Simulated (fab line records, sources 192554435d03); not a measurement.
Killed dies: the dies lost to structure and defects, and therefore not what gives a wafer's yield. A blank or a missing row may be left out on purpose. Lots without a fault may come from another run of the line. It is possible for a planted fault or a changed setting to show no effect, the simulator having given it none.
One fault through the eyes of 2 desks + flow n5 finfet + every desk sees just its own numbers, and what lay behind them comes last

AT THE TOOL OWNER'S DESK: litho track-05
The tool's own readings at N5_FIN_SAQP_COAT_49 (time 60 s, resist thk 100 nm): means of the sampled wafers that have a number, for each lot that ran on this tool. Marked OUT: a lot whose mean sits more than 4 standard deviations from the usual mean, which makes it out of limits; the brackets give that distance.
Columns: A = resist line temp C at N5_FIN_SAQP_COAT_49, usual 22.97 C; B = spin speed rpm at N5_FIN_SAQP_COAT_49, usual 1499.9 rpm
| lot  | first seen here | A     | B                |
|------|-----------------|-------|------------------|
| L235 | day 2 03:52     | 23.04 | 1499.5           |
| L239 | day 3 05:47     | 23.09 | 1499.3           |
| L246 | day 4 22:46     | 23.00 | 1435.7 (-58) OUT |
| L250 | day 5 22:55     | 22.94 | 1435.5 (-59) OUT |
This desk finds L246, L250 out of limits, L246 being first, at day 4 22:46 (spin speed rpm at N5_FIN_SAQP_COAT_49). Within limits: L235, L239.

AT THE METROLOGY DESK
What the gauges read, lot by lot, whatever tool the lot ran on: means of the sampled wafers that have a number. Marked OUT: a lot whose mean sits more than 4 standard deviations from the usual mean, which makes it out of limits; the brackets give that distance. 7 of its 10 readings are shown, namely those furthest out on some lot.
Columns: A = DIBL_N at N5_BEOL_M4_RC_MEAS_101, usual 36.4 mV/V; B = DIBL_P at N5_BEOL_M4_RC_MEAS_101, usual 36.6 mV/V; C = IOFF_N at N5_BEOL_M4_RC_MEAS_101, usual 0.155 nA/um; D = IOFF_P at N5_BEOL_M4_RC_MEAS_101, usual 0.211 nA/um; E = ION_N at N5_BEOL_M4_RC_MEAS_101, usual 671 uA/um; F = VT_N at N5_BEOL_M4_RC_MEAS_101, usual 250.1 mV; G = VT_P at N5_BEOL_M4_RC_MEAS_101, usual -250.1 mV
| lot  | first seen here | A    | B    | C     | D     | E   | F     | G      |
|------|-----------------|------|------|-------|-------|-----|-------|--------|
| L235 | day 8 08:29     | 36.1 | 35.9 | 0.153 | 0.207 | 672 | 250.1 | -250.5 |
| L239 | day 8 22:37     | 34.3 | 34.1 | 0.131 | 0.210 | 659 | 253.2 | -249.5 |
| L246 | day 10 20:49    | 36.7 | 35.3 | 0.169 | 0.242 | 678 | 245.9 | -244.2 |
| L251 | day 12 04:40    | 37.4 | 37.5 | 0.163 | 0.219 | 668 | 250.0 | -249.6 |
| L250 | day 12 09:46    | 37.7 | 37.6 | 0.159 | 0.246 | 668 | 249.7 | -248.8 |
| L252 | day 12 13:58    | 35.6 | 37.7 | 0.164 | 0.219 | 672 | 250.0 | -248.7 |
| L253 | day 12 16:26    | 37.4 | 37.9 | 0.172 | 0.216 | 676 | 249.1 | -249.6 |
| L256 | day 13 09:25    | 33.9 | 34.7 | 0.141 | 0.188 | 675 | 251.3 | -250.1 |
| L255 | day 13 15:49    | 39.1 | 40.7 | 0.204 | 0.262 | 687 | 247.7 | -247.6 |
This desk's finding: nothing out of limits on any of the 9 lots.

PUT TOGETHER
On L246, L250, at day 4 22:46, an alarm was possible from the tool owner's desk.
From the metrology desk's view, nothing was out of limits.
The metrology desk holds a record of L246, L250, inside its limits.
N5_FIN_SAQP_COAT_49 was run on litho track-05 by each of the lots named.

WHAT THE SIMULATOR HAD INSERTED
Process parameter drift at N5_FIN_SAQP_COAT_49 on litho track-05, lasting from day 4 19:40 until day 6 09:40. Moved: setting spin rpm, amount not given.
Shown lots that were struck: L246, L250.
Delay in hours, fault start to first out-of-limits reading, by desk: the tool owner's desk at 3.
